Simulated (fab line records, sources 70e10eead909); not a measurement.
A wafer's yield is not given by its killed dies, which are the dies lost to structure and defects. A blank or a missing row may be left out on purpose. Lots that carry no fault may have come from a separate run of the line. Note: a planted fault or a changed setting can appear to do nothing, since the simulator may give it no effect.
Which of the tools did it? + flow nand-harc + 8 lots, 24 wafers sampled, at 3 steps of a route of 1159

## WHAT THE GAUGES SHOWED, per wafer
NHARC_P_M0_CD_MEAS_09 targets a cd of 90 nm.
| lot  | measured     | on        | cd-nm (nm)     |
|------|--------------|-----------|----------------|
| L202 | day 6 01:16  | cd-sem-02 | 89.8 91.0 90.4 |
| L204 | day 6 13:58  | cd-sem-01 | 89.8 89.6 89.6 |
| L209 | day 7 13:48  | cd-sem-01 | 90.3 90.3 90.0 |
| L212 | day 8 01:59  | cd-sem-03 | 90.2 90.2 90.3 |
| L213 | day 9 01:48  | cd-sem-03 | 75.2 76.1 76.3 |
| L216 | day 9 11:46  | cd-sem-03 | 78.6 78.7 78.7 |
| L221 | day 10 17:06 | cd-sem-01 | 90.1 90.0 89.7 |
| L224 | day 11 06:26 | cd-sem-02 | 90.8 90.2 90.4 |

## EACH LOT AND THE TOOL THAT RAN IT (in order: tool; ch and the chambers of the sampled wafers; start)
| lot  | NHARC_P_CONTACT_CVD_23                   | NHARC_P_M0_EXPOSE_06               |
|------|------------------------------------------|------------------------------------|
| L202 | cvd-w-02 ch 0,1, day 6 00:22 or earlier  | arfi-scanner-01 ch 0, day 6 01:07  |
| L204 | cvd-w-02 ch 0, day 6 13:03 or earlier    | arfi-scanner-03 ch 0, day 6 13:49  |
| L209 | cvd-w-01 ch 0,1, day 7 12:48 or earlier  | arfi-scanner-01 ch 0, day 7 13:40  |
| L212 | cvd-w-02 ch 0,1, day 8 01:12 or earlier  | arfi-scanner-02 ch 0, day 8 01:52  |
| L213 | cvd-w-01 ch 0,1, day 9 01:01 or earlier  | arfi-scanner-02 ch 0, day 9 01:40  |
| L216 | cvd-w-01 ch 0,1, day 9 10:44 or earlier  | arfi-scanner-02 ch 0, day 9 11:38  |
| L221 | cvd-w-01 ch 0,1, day 10 16:12 or earlier | arfi-scanner-03 ch 0, day 10 16:58 |
| L224 | cvd-w-01 ch 0,1, day 11 05:15 or earlier | arfi-scanner-03 ch 0, day 11 06:17 |
- NHARC_P_CONTACT_CVD_23: deposits W, target thk 200 nm, time 557 s.
- NHARC_P_M0_EXPOSE_06: exposes mask P M0, target cd 90 nm.

## THE ANSWER, worked out from the rows above alone
Rule: the lots themselves supply what counts as usual. Put in order of their means at a reading, lots are off if they are a third of the lots or fewer, leave a main group of 4 or more, and stand apart from it by a gap of 3 or more times the standard deviation of the main group's means; of several such gaps the widest counts. The tables above print the reading to a certain number of digits; a main group whose means all agree to those digits is not used. A lot without any number at a reading at which 4 lots or more have one is off too. Any other lot the step has rows for is counted as sound.
Off at NHARC_P_M0_CD_MEAS_09 (cd-nm): L213, L216. Mean 90.2 nm and standard deviation 0.27 in the main group.
If a tool, at a process step before that reading, ran all the lots that are off and no sound lot after the first of them, it fits. Those tools and the gauges at NHARC_P_M0_CD_MEAS_09 are tried in the same way. NHARC_P_CONTACT_CVD_23 gives no start for some lots, so the hours and the order of its lots are those of NHARC_P_CONTACT_INSPECT_27. This does not decide it: 2 tools fit, namely arfi-scanner-02 at NHARC_P_M0_EXPOSE_06 and cd-sem-03 at NHARC_P_M0_CD_MEAS_09.

## WHAT THE SIMULATOR HAD INSERTED
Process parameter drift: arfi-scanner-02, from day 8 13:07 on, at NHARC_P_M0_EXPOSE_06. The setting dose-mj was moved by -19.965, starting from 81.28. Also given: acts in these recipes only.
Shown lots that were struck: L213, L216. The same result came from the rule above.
